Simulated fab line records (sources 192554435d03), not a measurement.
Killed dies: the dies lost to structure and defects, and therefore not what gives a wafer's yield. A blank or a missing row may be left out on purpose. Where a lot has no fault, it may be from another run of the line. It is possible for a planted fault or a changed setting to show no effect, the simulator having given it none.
Chamber matching | flow n5 finfet | rie si-01 running N5_DUMMY_GATE_ETCH_23: 4 sister chambers
The step etches poly-Si in HBr/Cl2/O2, target depth 41 nm, time 22.3 s. 8 wafers are shown with their chamber, then 10 later ones without.

EACH WAFER AND ITS CHAMBER
wafer  | chamber | oes product au (a.u.) | bias w (W)
L077.5 | 2       | 1.006                 | 101.86
L080.1 | 0       | 1.012                 | 102.25
L085.6 | 3       | 0.977                 | 101.80
L087.2 | 1       | 0.978                 | 102.17
L087.3 | 0       | 1.011                 | 102.38
L087.6 | 3       | 0.974                 | 101.72
L088.1 | 1       | 0.995                 | 101.70
L088.2 | 2       | 1.004                 | 101.44

WAFERS WITHOUT THEIR CHAMBER
wafer  | oes product au (a.u.) | bias w (W)
L088.4 | 0.983                 | 101.55
L089.1 | 0.995                 | 101.84
L089.4 | 1.010                 | 102.12
L089.6 | 0.981                 | 101.94
L096.2 | 0.979                 | 101.89
L096.3 | 1.008                 | 101.90
L096.4 | 0.993                 | 102.26
L097.2 | 0.991                 | 101.83
L097.3 | 0.975                 | 102.39
L097.6 | 0.979                 | 101.43

EACH ONE'S CHAMBER
wafer  | from the rows above               | in truth
L088.4 | can't be placed: 3 or 1           | 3
L089.1 | can't be placed: 1 or 2 or 3 or 0 | 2
L089.4 | can't be placed: 0 or 2           | 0
L089.6 | can't be placed: 1 or 3           | 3
L096.2 | can't be placed: 3 or 1           | 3
L096.3 | can't be placed: 2 or 0           | 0
L096.4 | can't be placed: 1 or 0 or 2 or 3 | 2
L097.2 | can't be placed: 1 or 2 or 3      | 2
L097.3 | can't be placed: 1 or 3           | 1
L097.6 | can't be placed: 3 or 1           | 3
Placed correctly: 0 of 10. From these rows, 10 cannot be placed; in 10 the true chamber is one of the candidates. Placed wrongly: 0.
How it was worked out, from the rows above alone: a wafer's distance from a chamber is the root of the sum, over the readings, of the square of ((its reading less the chamber's mean) divided by the reading's scatter). The wafer belongs to the nearest chamber; if the next one is less than 2 further off, it can't be placed. For every chamber, the mean is computed from those of its wafers that are shown. How the scatter is found: for the shown wafers, subtract from each reading the mean of its chamber, square and add these, divide the total by (wafers less chambers), then take the root.
